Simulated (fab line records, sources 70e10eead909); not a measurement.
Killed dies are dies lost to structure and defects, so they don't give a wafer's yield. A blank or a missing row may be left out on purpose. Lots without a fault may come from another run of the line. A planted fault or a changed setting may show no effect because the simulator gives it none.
fab line records | flow nand_harc
record lots=24 wafers=72 last_day=34
route steps=1302 shown A_CONTACT@1051
lots that met no fault: from a run of the same line without faults
start_h: hours from the record's first day to the start of the lot's first wafer shown | wait_h: hours since the lot's step before | " the same as in the row above | L1.1+2: a row that stands for several wafers | - no value, or no start given | * or withheld: withheld | < > ~ a bound
route shown NAME@n: a module of which the file shows steps, and the number in the route of the first | usual: mean/standard deviation of fault-free wafers | same: alike in all rows | chamber/n: place in a boat | sites: the reading at each site | _std_site: their standard deviation | _edge_site: outer sites' mean less inner sites' | radius_mm: how far each site lies from the wafer's centre | mask NAME#n: copy n | behind: the tool/chamber that last shaped the wafer | hold: why the lot was held/for how many hours/how that ended | device: the transistor (n, p or np) that didn't switch | end of line: the same wafers' tests at the end of the route | a step without rows: its recipe alone | killed: dies lost to structure and defects at the first sort, not the wafer's yield | map: a wafer's dies, x killed, . not, _ none there
set.NAME: the setting as run; set.NAME@STEP: as run at that earlier step | model.NAME: the simulator's own value behind a step, which no gauge read
steps of the route over a sample of lots; a table a step, a row a wafer
services: from which hour (start_h, from the record's first day; less than 0 if before it) a tool's chamber was out of use, for how many hours, and why
## steps
# step NHARC_A_CONTACT_ETCH_128
# recipe source_w=withheld pressure_mtorr=20 bias_v=3000 time_s=197 target_depth_a=19180 ar_flow_sccm=withheld c4f8_flow_sccm=withheld o2_flow_sccm=withheld chemistry=C4F8/O2/Ar
# columns lot.wafer tool chamber start_h wait_h rf_hours_counter_h
L074.2 har_cap_etch-02 1 524.93 0.1 84
L074.3 " 1 " " -
L074.6 " 1 " " -
L075.3 har_cap_etch-01 0 525.74 0.2 -
L075.5 " 1 " " -
L075.6 " 0 " " -
L077.4 har_cap_etch-03 1 532.98 0.1 -
L077.6 " 0 " " -
L077.5 " 1 " " -
L076.2 har_cap_etch-02 0 533.18 0.1 85
L076.3 " 0 " " -
L076.4 " 1 " " -
L079.1 har_cap_etch-02 0 545.44 0.1 89
L079.3 " 0 " " -
L079.4 " 1 " " -
L078.2 har_cap_etch-01 0 548.70 0.1 8
L078.1 " 1 " " 8
L078.3 " 1 " " -
L080.2 har_cap_etch-02 0 577.91 0.1 93
L080.4 " 1 " " -
L080.6 " 0 " " -
L081.2 har_cap_etch-01 1 578.06 0.1 11
L081.3 " 1 " " -
L081.5 " 0 " " -
L083.2 har_cap_etch-02 1 589.92 0.1 97
L083.4 " 1 " " -
L083.5 " 0 " " -
L082.1 har_cap_etch-03 0 598.71 0.1 58
L082.2 " 1 " " 58
L082.5 " 0 " " -
L084.2 har_cap_etch-02 0 617.37 0.1 101
L084.4 " 1 " " -
L084.6 " 0 " " -
L086.4 har_cap_etch-01 0 624.42 0.1 -
L086.3 " 1 " " -
L086.6 " 0 " " -
L085.2 har_cap_etch-03 1 625.77 0.1 63
L085.3 " 1 " " -
L085.4 " 0 " " -
L089.1 har_cap_etch-02 0 665.23 0.1 107
L089.2 " 1 " " 107
L089.6 " 0 " " -
L087.3 har_cap_etch-03 1 666.45 0.1 -
L087.4 " 0 " " -
L087.6 " 0 " " -
L090.2 har_cap_etch-01 1 668.42 0.1 27
L090.3 " 1 " " -
L090.5 " 1 " " -
L091.3 har_cap_etch-02 1 669.19 0.1 -
L091.4 " 0 " " -
L091.6 " 0 " " -
L088.3 har_cap_etch-03 0 670.74 0.1 -
L088.4 " 1 " " -
L088.6 " 1 " " -
L093.4 har_cap_etch-03 0 694.20 0.1 -
L093.6 " 1 " " -
L093.5 " 0 " " -
L092.4 har_cap_etch-03 0 704.80 0.1 -
L092.6 " 1 " " -
L092.5 " 0 " " -
L097.1 har_cap_etch-03 1 738.73 0.1 82
L097.2 " 0 " " 82
L097.5 " 0 " " -
L095.2 har_cap_etch-02 0 741.05 0.1 120
L095.5 " 1 " " -
L095.6 " 0 " " -
L094.2 har_cap_etch-01 1 746.29 0.1 37
L094.1 " 0 " " 37
L094.4 " 0 " " -
L096.2 har_cap_etch-02 0 749.74 0.1 122
L096.3 " 0 " " -
L096.5 " 0 " " -
# step NHARC_A_CONTACT_CD_MEAS_80
# usual cd_nm=289.5/0.76
# columns lot.wafer tool chamber start_h wait_h cd_nm
L074.2 cd_sem-01 - 526.81 - 287.4
L074.3 " - " " 287.6
L074.6 " - " " 287.2
L075.3 cd_sem-02 - 527.96 - 288.9
L075.5 " - " " 289.5
L075.6 " - " " 289.2
L077.4 cd_sem-02 - 534.86 - 289.6
L077.5 " - " " 289.4
L077.6 " - " " 289.5
L076.2 cd_sem-01 - 535.34 - 289.5
L076.3 " - " " 289.0
L076.4 " - " " 289.5
L079.1 cd_sem-02 - 547.32 - 289.1
L079.3 " - " " 289.0
L079.4 " - " " 289.3
L078.1 cd_sem-03 - 550.59 - 288.7
L078.2 " - " " 288.6
L078.3 " - " " 288.3
L080.2 cd_sem-02 - 579.76 - 290.6
L080.4 " - " " 290.7
L080.6 " - " " 290.6
L081.2 cd_sem-01 - 579.91 - 289.6
L081.3 " - " " 289.5
L081.5 " - " " 289.7
L083.2 cd_sem-02 - 591.79 - 289.5
L083.4 " - " " 289.7
L083.5 " - " " 289.6
L082.1 cd_sem-03 - 600.59 - 290.3
L082.2 " - " " 289.8
L082.5 " - " " 290.2
L084.2 cd_sem-01 - 619.24 - 289.4
L084.4 " - " " 288.8
L084.6 " - " " 289.2
L086.3 cd_sem-03 - 626.26 - 290.9
L086.4 " - " " 289.8
L086.6 " - " " 290.2
L085.2 cd_sem-02 - 627.67 - 288.4
L085.3 " - " " 288.7
L085.4 " - " " 288.8
L089.1 cd_sem-03 - 667.40 - 289.6
L089.2 " - " " 289.8
L089.6 " - " " 289.6
L087.3 cd_sem-02 - 668.55 - 289.8
L087.4 " - " " 290.3
L087.6 " - " " 289.8
L090.2 cd_sem-02 - 670.28 - 290.4
L090.3 " - " " 289.8
L090.5 " - " " 290.3
L091.3 cd_sem-02 - 671.03 - 289.6
L091.4 " - " " 289.0
L091.6 " - " " 289.1
L088.3 cd_sem-01 - 672.57 - 288.9
L088.4 " - " " 288.7
L088.6 " - " " 288.9
L093.4 cd_sem-01 - 696.11 - 289.5
L093.5 " - " " 289.3
L093.6 " - " " 289.6
L092.4 cd_sem-03 - 706.60 - 290.6
L092.5 " - " " 290.8
L092.6 " - " " 290.4
L097.1 cd_sem-02 - 740.61 - 289.2
L097.2 " - " " 289.1
L097.5 " - " " 289.2
L095.2 cd_sem-01 - 743.13 - 290.1
L095.5 " - " " 289.4
L095.6 " - " " 289.9
L094.1 cd_sem-01 - 748.18 - 289.8
L094.2 " - " " 289.3
L094.4 " - " " 290.2
L096.2 cd_sem-01 - 751.59 - 290.3
L096.3 " - " " 290.2
L096.5 " - " " 290.1
# step NHARC_A_CONTACT_ETCH_106
# recipe target_depth_a=900 overetch_a=90 time_s=49.5 ion_energy_ev=100 cf4_flow_sccm=80 o2_flow_sccm=20 ar_flow_sccm=0 rf_w=300 bias_w=100 chemistry=CF4/O2
# usual drypump_motor_current_A=5.8/0.36 o2_flow_sccm=20.00/0.055 oes_product_au=1.002/0.0087 rf_vpp_V=197.6/1.5 showerhead_plenum_p_Torr=1.32/0.059 throttle_valve_pct=13.398/0.0085
# columns lot.wafer tool chamber start_h wait_h drypump_motor_current_A o2_flow_sccm oes_product_au rf_hours_counter_h rf_vpp_V showerhead_plenum_p_Torr throttle_valve_pct
L074.3 rie_diel-04 3 527.10 0.1 5.7 19.96 1.015 28 197.5 1.37 13.388
L074.2 " 1 " " 5.7 20.06 1.001 27 199.7 1.35 13.406
L074.6 " 2 " " 6.2 19.93 1.004 - 195.7 1.26 13.384
L075.3 rie_diel-06 3 528.25 0.1 5.4 19.92 1.021 9 196.5 1.28 13.395
L075.5 " 3 " " 5.4 20.01 1.014 - 197.7 1.27 13.392
L075.6 " 0 " " 6.5 19.97 1.022 - 198.7 1.37 13.401
L077.4 rie_diel-06 0 535.48 0.1 6.5 20.04 0.994 13 198.8 1.37 13.403
L077.5 " 2 " " 5.3 19.99 1.009 - 196.8 1.27 13.406
L077.6 " 3 " " 5.4 19.97 1.001 - 197.8 1.27 13.389
L076.3 rie_diel-06 2 535.77 0.1 5.3 20.07 1.015 17 195.9 1.27 13.406
L076.4 " 3 " " 5.4 20.03 1.011 12 197.1 1.27 13.399
L076.2 " 1 " " 5.9 19.97 0.987 16 199.2 1.44 13.400
L079.4 rie_diel-04 2 547.62 0.1 6.2 20.11 0.988 1 196.4 1.26 13.397
L079.1 " 3 " " 5.8 20.05 0.999 1 198.7 1.37 13.400
L079.3 " 0 " " 5.8 19.85 0.994 1 197.6 1.29 13.387
L078.3 rie_diel-13 1 550.89 0.1 5.6 20.00 1.006 11 197.8 1.28 13.397
L078.2 " 2 " " 6.2 19.97 0.998 12 197.1 1.36 13.394
L078.1 " 3 " " 6.2 20.00 1.010 2 198.2 1.37 13.398
L080.4 rie_diel-04 1 580.05 0.1 5.7 19.98 0.984 3 197.4 1.35 13.408
L080.2 " 3 " " 5.8 20.03 0.997 4 199.6 1.37 13.398
L080.6 " 1 " " 5.7 20.00 1.004 - 199.5 1.35 13.406
L081.2 rie_diel-06 1 580.21 0.1 5.9 19.97 1.003 31 201.3 1.44 13.403
L081.3 " 3 " " 5.4 20.05 1.016 25 195.9 1.27 13.406
L081.5 " 0 " " 6.5 20.03 1.016 - 199.2 1.36 13.419
L083.2 rie_diel-06 3 592.09 0.0 5.4 20.02 1.007 29 195.8 1.27 13.397
L083.4 " 1 " " 5.9 19.96 1.000 36 198.4 1.44 13.386
L083.5 " 0 " " 6.5 19.91 1.012 - 199.0 1.36 13.407
L082.2 rie_diel-04 1 600.88 0.0 5.7 20.03 0.989 6 198.5 1.35 13.386
L082.1 " 0 " " 5.8 19.97 0.992 7 197.9 1.29 13.396
L082.5 " 1 " " 5.7 19.94 0.995 - 198.2 1.35 13.386
L084.4 rie_diel-06 3 619.54 0.1 5.4 19.98 1.003 33 196.9 1.27 13.397
L084.2 " 0 " " 6.5 19.88 1.005 35 199.1 1.36 13.400
L084.6 " 3 " " 5.4 19.97 1.008 - 197.5 1.27 13.397
L086.4 rie_diel-04 1 626.55 0.0 5.7 19.98 0.996 12 199.6 1.35 13.388
L086.3 " 0 " " 5.9 20.06 0.997 12 196.7 1.29 13.405
L086.6 " 2 " " 6.2 20.13 0.989 - 196.7 1.25 13.409
L085.4 rie_diel-06 2 627.96 0.1 5.3 20.01 1.007 43 196.4 1.26 13.398
L085.2 " 3 " " 5.4 20.02 1.014 34 196.0 1.27 13.401
L085.3 " 1 " " 5.9 19.98 1.004 43 199.4 1.44 13.391
L089.2 rie_diel-04 3 667.78 0.1 5.8 20.01 1.006 19 199.4 1.37 13.390
L089.1 " 2 " " 6.2 20.02 0.998 15 196.1 1.25 13.414
L089.6 " 1 " " 5.6 20.00 0.993 - 199.3 1.35 13.389
L087.3 rie_diel-04 1 668.87 0.1 5.7 19.94 0.995 21 197.5 1.35 13.407
L087.6 " 1 " " 5.7 19.98 0.994 - 198.8 1.35 13.407
L087.4 " 2 " " 6.2 19.98 1.002 - 194.5 1.25 13.392
L090.3 rie_diel-04 0 670.57 0.1 5.8 19.91 0.997 21 196.9 1.28 13.418
L090.2 " 3 " " 5.8 20.02 0.990 20 199.6 1.37 13.397
L090.5 " 0 " " 5.8 19.96 0.998 - 196.4 1.28 13.392
L091.4 rie_diel-04 2 671.33 0.1 6.2 19.92 0.998 15 195.7 1.25 13.400
L091.3 " 3 " " 5.7 19.99 1.003 20 197.9 1.37 13.405
L091.6 " 1 " " 5.7 19.93 0.994 - 198.3 1.35 13.406
L088.3 rie_diel-06 2 672.85 0.0 5.3 19.95 0.987 0 196.3 1.26 13.394
L088.4 " 0 " " 6.5 20.08 0.999 0 199.7 1.36 13.407
L088.6 " 2 " " 5.3 20.04 0.992 - 197.1 1.26 13.396
L093.4 rie_diel-04 0 696.45 0.1 5.8 19.88 1.009 25 197.9 1.28 13.390
L093.6 " 0 " " 5.8 19.94 1.004 - 195.7 1.28 13.393
L093.5 " 1 " " 5.7 19.99 1.007 - 197.6 1.35 13.375
L092.4 rie_diel-06 1 706.89 0.1 5.9 19.98 1.003 10 199.6 1.43 13.385
L092.5 " 1 " " 5.9 19.90 0.994 - 198.8 1.43 13.397
L092.6 " 2 " " 5.3 19.97 0.995 - 196.8 1.26 13.407
L097.2 rie_diel-06 0 740.91 0.1 6.5 19.97 0.995 16 197.9 1.36 13.395
L097.1 " 2 " " 5.3 20.13 0.987 19 194.7 1.26 13.402
L097.5 " 1 " " 5.9 20.02 1.002 - 197.8 1.43 13.406
L095.2 rie_diel-04 1 743.43 0.1 5.7 20.01 0.999 1 197.8 1.35 13.402
L095.6 " 0 " " 5.9 20.02 0.997 - 196.1 1.28 13.394
L095.5 " 1 " " 5.7 19.98 1.001 - 198.0 1.35 13.406
L094.2 rie_diel-13 2 748.47 0.1 6.2 20.11 0.982 12 198.0 1.35 13.397
L094.4 " 3 " " 6.3 19.85 0.986 13 198.4 1.36 13.411
L094.1 " 1 " " 5.6 20.03 0.993 10 197.9 1.27 13.400
L096.3 rie_diel-04 2 751.89 0.1 6.2 20.03 1.005 5 197.0 1.25 13.390
L096.2 " 0 " " 5.8 19.99 0.991 4 196.7 1.28 13.401
L096.5 " 2 " " 6.2 19.94 0.999 - 197.5 1.25 13.396
# step NHARC_A_CONTACT_STRIP_82
# recipe o2_flow_sccm=500 ar_flow_sccm=0 bias_w=0 chemistry=O2
# usual drypump_motor_current_A=5.8/0.36 o2_flow_sccm=500.0/1.6 oes_product_au=1.001/0.008 rf_vpp_V=57.7/0.82 showerhead_plenum_p_Torr=3.51/0.15 throttle_valve_pct=17.036/0.01
# columns lot.wafer tool chamber start_h wait_h drypump_motor_current_A o2_flow_sccm oes_product_au rf_hours_counter_h rf_vpp_V showerhead_plenum_p_Torr throttle_valve_pct
L074.3 rie_diel-04 3 - - 5.8 499.0 1.019 28 58.2 3.62 17.049
L074.2 " 0 " " 5.8 500.1 1.009 27 57.0 3.41 17.035
L074.6 " 3 " " 5.8 501.9 1.012 - 57.5 3.62 17.055
L075.3 rie_diel-06 1 - - 5.9 498.9 1.004 14 58.4 3.80 17.034
L075.6 " 2 " " 5.3 500.3 1.009 - 57.6 3.36 17.038
L075.5 " 3 " " 5.4 498.7 1.019 - 58.3 3.38 17.026
L077.4 rie_diel-06 1 - - 5.9 500.8 0.993 16 58.7 3.80 17.029
L077.6 " 0 " " 6.5 498.2 1.002 - 57.9 3.61 17.018
L077.5 " 1 " " 5.9 500.6 0.991 - 58.0 3.80 17.045
L076.4 rie_diel-06 2 - - 5.4 500.3 1.005 17 56.5 3.36 17.062
L076.3 " 0 " " 6.5 500.0 1.009 13 57.1 3.61 17.032
L076.2 " 1 " " 5.9 501.6 1.011 16 58.8 3.80 17.039
L079.1 rie_diel-04 2 - - 6.2 499.2 0.995 1 57.4 3.33 17.049
L079.3 " 0 " " 5.9 501.0 1.006 1 58.1 3.41 17.033
L079.4 " 1 " " 5.7 502.3 1.006 1 56.8 3.57 17.037
L078.2 rie_diel-13 1 - - 5.6 498.7 0.994 11 56.2 3.39 17.047
L078.3 " 3 " " 6.3 500.1 1.010 2 57.7 3.62 17.043
L078.1 " 0 " " 5.4 501.1 1.010 11 60.0 3.76 17.033
L080.2 rie_diel-04 3 - - 5.8 501.1 0.999 4 58.0 3.62 17.029
L080.4 " 0 " " 5.8 499.5 0.998 4 57.5 3.41 17.033
L080.6 " 3 " " 5.8 501.5 1.000 - 57.7 3.62 17.036
L081.3 rie_diel-06 2 - - 5.3 501.8 0.996 31 58.0 3.35 17.034
L081.2 " 1 " " 5.9 498.6 0.994 31 57.9 3.79 17.042
L081.5 " 2 " " 5.3 500.5 1.006 - 57.7 3.35 17.020
L083.2 rie_diel-06 1 - - 5.9 498.7 0.992 36 58.2 3.79 17.027
L083.4 " 3 " " 5.4 502.2 1.013 29 58.8 3.37 17.034
L083.5 " 0 " " 6.5 502.2 1.014 - 58.8 3.60 17.038
L082.1 rie_diel-04 3 - - 5.8 499.4 0.987 7 57.3 3.61 17.032
L082.2 " 0 " " 5.8 501.3 0.999 7 57.9 3.41 17.016
L082.5 " 0 " " 5.8 498.7 0.985 - 57.6 3.41 17.053
L084.4 rie_diel-06 1 - - 5.9 501.8 0.997 42 57.1 3.78 17.038
L084.2 " 2 " " 5.3 500.1 0.996 42 57.1 3.35 17.027
L084.6 " 3 " " 5.4 499.8 1.001 - 56.0 3.36 17.036
L086.3 rie_diel-04 1 - - 5.7 497.1 1.004 12 57.3 3.57 17.050
L086.4 " 2 " " 6.2 497.0 0.993 11 58.3 3.32 17.044
L086.6 " 0 " " 5.9 496.5 0.997 - 57.2 3.40 17.021
L085.2 rie_diel-06 1 - - 6.0 502.4 1.008 44 58.3 3.78 17.044
L085.3 " 3 " " 5.4 495.3 1.015 34 57.1 3.36 17.043
L085.4 " 0 " " 6.5 499.6 1.008 36 57.6 3.60 17.029
L089.1 rie_diel-04 3 - - 5.8 500.0 1.000 19 58.1 3.61 17.031
L089.2 " 2 " " 6.3 499.8 0.999 15 58.2 3.32 17.026
L089.6 " 1 " " 5.7 500.1 0.988 - 58.0 3.56 17.021
L087.3 rie_diel-04 1 - - 5.7 496.4 1.011 21 58.3 3.56 17.042
L087.6 " 2 " " 6.2 501.4 1.011 - 56.6 3.32 17.037
L087.4 " 3 " " 5.8 501.7 0.998 - 58.6 3.61 17.035
L090.2 rie_diel-04 0 - - 5.8 499.0 1.004 21 56.6 3.40 17.028
L090.3 " 1 " " 5.7 499.3 0.998 21 56.1 3.56 17.038
L090.5 " 3 " " 5.8 499.6 0.998 - 59.1 3.61 17.041
L091.4 rie_diel-04 1 - - 5.7 498.9 0.994 21 57.6 3.56 17.030
L091.3 " 2 " " 6.2 501.7 0.998 15 56.4 3.32 17.044
L091.6 " 0 " " 5.9 500.6 0.998 - 57.4 3.40 17.033
L088.4 rie_diel-06 1 - - 5.9 500.0 1.005 0 56.7 3.78 17.033
L088.3 " 2 " " 5.3 501.2 0.999 0 56.7 3.34 17.043
L088.6 " 0 " " 6.5 499.8 1.013 - 58.4 3.59 17.022
L093.4 rie_diel-04 2 - - 6.2 503.3 1.001 19 57.1 3.32 17.048
L093.6 " 2 " " 6.2 501.7 1.007 - 57.3 3.32 17.029
L093.5 " 3 " " 5.8 499.2 1.005 - 57.3 3.60 17.036
L092.4 rie_diel-06 0 - - 6.5 501.7 0.997 10 57.3 3.59 17.049
L092.6 " 1 " " 5.9 498.2 0.997 - 57.1 3.77 17.022
L092.5 " 2 " " 5.3 498.2 0.982 - 56.2 3.33 17.024
L097.2 rie_diel-06 3 - - 5.4 498.9 1.011 18 58.1 3.35 17.042
L097.1 " 0 " " 6.5 499.8 1.008 16 57.1 3.58 17.030
L097.5 " 2 " " 5.4 496.4 1.003 - 56.7 3.33 17.037
L095.2 rie_diel-04 1 - - 5.7 499.3 0.992 1 59.3 3.56 17.053
L095.5 " 2 " " 6.2 499.7 1.005 - 57.2 3.32 17.028
L095.6 " 3 " " 5.8 500.6 0.987 - 58.9 3.60 17.035
L094.1 rie_diel-13 3 - - 6.3 501.5 0.996 13 58.5 3.59 17.040
L094.2 " 0 " " 5.5 501.6 1.005 12 58.1 3.73 17.021
L094.4 " 1 " " 5.6 500.0 0.998 10 57.3 3.36 17.052
L096.2 rie_diel-04 3 - - 5.7 502.0 1.003 5 57.7 3.60 17.051
L096.3 " 2 " " 6.2 499.7 1.009 5 57.9 3.32 17.042
L096.5 " 3 " " 5.8 500.4 1.004 - 58.2 3.60 17.022
# step NHARC_A_CONTACT_OVL_MEAS_09
# usual overlay_x_nm=-0.1/0.75 overlay_y_nm=0.2/0.78
# columns lot.wafer tool chamber start_h wait_h overlay_x_nm overlay_y_nm
L074.2 overlay-02 - 534.22 - -1.1 0.9
L074.3 " - " " -0.7 0.6
L074.6 " - " " -1.0 1.4
L075.3 overlay-01 - 536.18 - -0.1 0.1
L075.5 " - " " -0.5 0.3
L075.6 " - " " -0.9 0.0
L077.4 overlay-02 - 538.71 - -0.2 -0.7
L077.5 " - " " 0.0 -0.9
L077.6 " - " " -0.4 -0.6
L076.2 overlay-02 - 540.27 - 0.4 -0.8
L076.3 " - " " 0.4 -0.3
L076.4 " - " " 0.4 -0.2
L079.1 overlay-02 - 550.81 - 0.5 -0.7
L079.3 " - " " 0.7 -0.6
L079.4 " - " " 1.0 -0.2
L078.1 overlay-02 - 554.08 - 0.1 1.0
L078.2 " - " " 0.1 1.6
L078.3 " - " " 0.0 1.1
L080.2 overlay-02 - 583.97 - 0.5 0.0
L080.4 " - " " 0.0 0.2
L080.6 " - " " 0.0 0.1
L081.2 overlay-01 - 585.69 - 0.5 0.6
L081.3 " - " " 1.0 0.8
L081.5 " - " " 0.6 0.7
L083.2 overlay-02 - 597.96 - 0.1 1.8
L083.4 " - " " 0.0 1.7
L083.5 " - " " 0.0 1.3
L082.1 overlay-01 - 603.95 - 0.3 0.8
L082.2 " - " " 0.1 0.4
L082.5 " - " " 0.6 0.5
L084.2 overlay-02 - 623.94 - -1.0 -0.1
L084.4 " - " " -0.2 -0.4
L084.6 " - " " -0.7 -0.6
L086.3 overlay-01 - 630.43 - -0.7 -2.5
L086.4 " - " " -0.5 -1.7
L086.6 " - " " -0.8 -1.9
L085.2 overlay-02 - 631.72 - 0.7 0.6
L085.3 " - " " 0.3 1.0
L085.4 " - " " 0.8 0.7
L089.1 overlay-02 - 672.00 - -0.5 0.2
L089.2 " - " " -0.3 0.0
L089.6 " - " " -0.1 1.0
L087.3 overlay-02 - 675.03 - -0.5 -0.5
L087.4 " - " " 0.2 -0.8
L087.6 " - " " 0.2 -0.6
L090.2 overlay-02 - 677.50 - 1.1 0.6
L090.3 " - " " 1.0 0.4
L090.5 " - " " 1.7 0.6
L091.3 overlay-01 - 677.65 - -0.2 -0.1
L091.4 " - " " -0.5 -0.5
L091.6 " - " " -0.3 -0.1
L088.3 overlay-02 - 679.11 - 1.0 0.0
L088.4 " - " " 0.6 -0.5
L088.6 " - " " 0.8 -0.4
L093.4 overlay-01 - 699.59 - -0.3 1.0
L093.5 " - " " -0.7 0.4
L093.6 " - " " -0.8 0.6
L092.4 overlay-01 - 710.58 - -1.0 0.2
L092.5 " - " " -0.6 0.1
L092.6 " - " " -0.5 0.4
L097.1 overlay-01 - 746.81 - -1.6 0.3
L097.2 " - " " -1.3 0.4
L097.5 " - " " -1.1 0.7
L095.2 overlay-02 - 748.67 - -0.3 0.6
L095.5 " - " " -0.4 0.6
L095.6 " - " " -0.3 -0.2
L094.1 overlay-02 - 751.74 - -1.8 0.8
L094.2 " - " " -1.5 1.0
L094.4 " - " " -1.8 0.6
L096.2 overlay-02 - 755.08 - 0.7 1.1
L096.3 " - " " -0.2 1.5
L096.5 " - " " 0.5 1.3
# step NHARC_A_CONTACT_ETCH_134
# recipe source_w=withheld pressure_mtorr=20 bias_v=withheld time_s=140 target_depth_a=7000 ar_flow_sccm=withheld c4f8_flow_sccm=withheld o2_flow_sccm=withheld chemistry=C4F8/O2/Ar
# columns lot.wafer tool chamber start_h wait_h rf_hours_counter_h
L074.2 har_cap_etch-03 0 535.44 - 46
L074.3 " 0 " " -
L074.6 " 1 " " -
L075.3 har_cap_etch-03 1 537.47 - -
L075.5 " 1 " " -
L075.6 " 0 " " -
L077.4 har_cap_etch-01 1 540.00 - -
L077.6 " 1 " " -
L077.5 " 0 " " -
L076.2 har_cap_etch-03 1 541.71 - 49
L076.4 " 0 " " -
L076.3 " 1 " " -
L079.1 har_cap_etch-03 0 552.09 - 50
L079.3 " 1 " " -
L079.4 " 0 " " -
L078.1 har_cap_etch-01 1 555.30 - 9
L078.2 " 0 " " 9
L078.3 " 0 " " -
L080.2 har_cap_etch-02 0 585.19 - 95
L080.4 " 0 " " -
L080.6 " 0 " " -
L081.2 har_cap_etch-03 1 586.92 - 56
L081.3 " 0 " " -
L081.5 " 1 " " -
L083.2 har_cap_etch-01 1 599.19 - 15
L083.4 " 1 " " -
L083.5 " 1 " " -
L082.2 har_cap_etch-03 0 605.18 - 59
L082.1 " 1 " " 59
L082.5 " 1 " " -
L084.2 har_cap_etch-02 0 625.17 - 102
L084.4 " 0 " " -
L084.6 " 0 " " -
L086.4 har_cap_etch-01 1 631.71 - -
L086.3 " 0 " " -
L086.6 " 0 " " -
L085.2 har_cap_etch-02 1 633.19 - 103
L085.4 " 0 " " -
L085.3 " 1 " " -
L089.2 har_cap_etch-01 1 673.22 - 28
L089.1 " 0 " " 28
L089.6 " 0 " " -
L087.4 har_cap_etch-03 0 676.31 - -
L087.3 " 1 " " -
L087.6 " 1 " " -
L090.2 har_cap_etch-01 1 678.80 - 29
L090.3 " 1 " " -
L090.5 " 1 " " -
L091.3 har_cap_etch-03 1 678.94 - -
L091.4 " 0 " " -
L091.6 " 0 " " -
L088.3 har_cap_etch-02 1 680.40 - -
L088.4 " 0 " " -
L088.6 " 0 " " -
L093.4 har_cap_etch-02 1 700.88 - -
L093.6 " 1 " " -
L093.5 " 0 " " -
L092.4 har_cap_etch-01 0 712.18 - -
L092.6 " 0 " " -
L092.5 " 1 " " -
L097.1 har_cap_etch-03 1 748.19 - 83
L097.2 " 0 " " 83
L097.5 " 1 " " -
L095.2 har_cap_etch-01 1 749.93 - 38
L095.6 " 0 " " -
L095.5 " 1 " " -
L094.2 har_cap_etch-03 0 752.96 - 84
L094.1 " 1 " " 84
L094.4 " 1 " " -
L096.2 har_cap_etch-01 1 756.30 - 40
L096.3 " 1 " " -
L096.5 " 0 " " -
## services
# columns tool chamber start_h hours kind
rie_diel-04 0 511.68 - clean
rie_diel-04 1 511.68 - clean
rie_diel-04 2 511.68 - clean
rie_diel-04 3 511.68 - clean
har_cap_etch-01 - 515.96 1.0 repair
rie_diel-13 - 519.00 9.0 pm
har_cap_etch-02 - 519.25 0.3 repair
rie_diel-13 3 528.26 14.9 repair
rie_diel-04 - 532.65 9.0 pm
rie_diel-04 0 532.65 9.0 vent_cycle
rie_diel-04 1 532.65 9.0 vent_cycle
rie_diel-04 2 532.65 9.0 vent_cycle
rie_diel-04 3 532.65 9.0 vent_cycle
har_cap_etch-03 - 543.26 2.5 repair
har_cap_etch-02 - 574.81 0.7 repair
rie_diel-04 2 628.00 28.6 repair
rie_diel-04 3 639.10 1.6 repair
rie_diel-06 0 640.55 9.3 repair
rie_diel-06 - 663.29 9.0 pm
rie_diel-13 - 696.12 9.0 pm
rie_diel-04 - 709.65 9.0 pm
rie_diel-06 1 723.40 11.9 repair
rie_diel-13 - 743.94 0.9 repair
har_cap_etch-02 - 754.00 17.0 pm
## key
fault none
